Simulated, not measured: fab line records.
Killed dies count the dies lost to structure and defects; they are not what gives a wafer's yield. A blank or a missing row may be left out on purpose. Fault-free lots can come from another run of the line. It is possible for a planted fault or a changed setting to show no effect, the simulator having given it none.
Split-lot experiment | flow n5_finfet | 21 wafers read across 7 lots, on a route 1938 steps long

== ON THE SPLIT ==
At N5_FIN_SAQP_PEB_14 (peb time 60 s), the setting peb_time_s was moved away from the recipe's 60 s on 5 of the 21 wafers read, by -21.0% to +22.0%. For the rest of the wafers, this setting stayed at what the recipe calls for.

== FROM THE SPLIT TO THE READING: what the file shows between them, 1 step ==
- N5_FIN_SAQP_DEVELOP_15: develop time 30 s

== THE READING ==
cd_nm (nm) at N5_FIN_SAQP_CD_MEAS_16, where the cd target is 35.6 nm. On this fab line, fault-free wafers typically give 35.8 nm with a standard deviation of 0.4 nm.

wafer  | tool, chamber at the split | peb_time_s as run, s | against the recipe | cd_nm, nm | against lot-mates on the recipe
L074.1 | litho_track-03, 0          | 60                   | recipe             | 36.0      | -
L074.2 | litho_track-03, 0          | 73.18                | +22.0%             | 32.7      | -3.2
L074.4 | litho_track-03, 0          | 60                   | recipe             | 35.9      | -
L081.2 | litho_track-04, 0          | 60                   | recipe             | 35.7      | -
L081.3 | litho_track-04, 0          | 70.09                | +16.8%             | 33.4      | -2.2
L081.5 | litho_track-04, 0          | 60                   | recipe             | 35.5      | -
L088.2 | litho_track-03, 0          | 60                   | recipe             | 35.8      | -
L088.3 | litho_track-03, 0          | 52.35                | -12.7%             | 37.9      | +2.0
L088.6 | litho_track-03, 0          | 60                   | recipe             | 36.0      | -
L089.2 | litho_track-05, 0          | 60                   | recipe             | 35.8      | -
L089.3 | litho_track-05, 0          | 50.79                | -15.3%             | 38.4      | +2.6
L089.4 | litho_track-05, 0          | 60                   | recipe             | 35.8      | -
L091.2 | litho_track-03, 0          | 60                   | recipe             | 34.9      | -
L091.4 | litho_track-03, 0          | 47.41                | -21.0%             | 39.6      | +4.3
L091.5 | litho_track-03, 0          | 60                   | recipe             | 35.7      | -
L094.1 | litho_track-05, 0          | 60                   | recipe             | 36.1      | -
L094.4 | litho_track-05, 0          | 60                   | recipe             | 35.8      | -
L094.6 | litho_track-05, 0          | 60                   | recipe             | 35.6      | -
L096.1 | litho_track-04, 0          | 60                   | recipe             | 34.6      | -
L096.4 | litho_track-04, 0          | 60                   | recipe             | 35.4      | -
L096.6 | litho_track-04, 0          | 60                   | recipe             | 35.1      | -

FIT RESULTS
A straight line over all 21 wafers: cd_nm changes by -0.159 nm for each +1% of peb_time_s; r = -0.96; the points scatter about the line by 0.43 nm.
The same after taking each lot's own level away (the mean of its wafers on the recipe; 21 wafers): -0.164 nm for each +1%; r = -0.98; scatter 0.31 nm.
That fit puts the effect of the largest move of peb_time_s on the reading at 3.6 nm.
The lots' own levels span 35.03 to 35.95 nm, that is 2.3 times the standard deviation above.
The two slopes are in agreement: the lot-to-lot level therefore moves the slope only a little.
Check: for one of the wafers moved furthest among these (+22.0%), held out of the fit, the line's prediction against its lot-mates is -3.67 nm. It came out at -3.25 nm against them.

== THE FILE'S OWN FIT ==
cd_nm changes by -0.164 nm for each +1% of peb_time_s, r = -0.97.
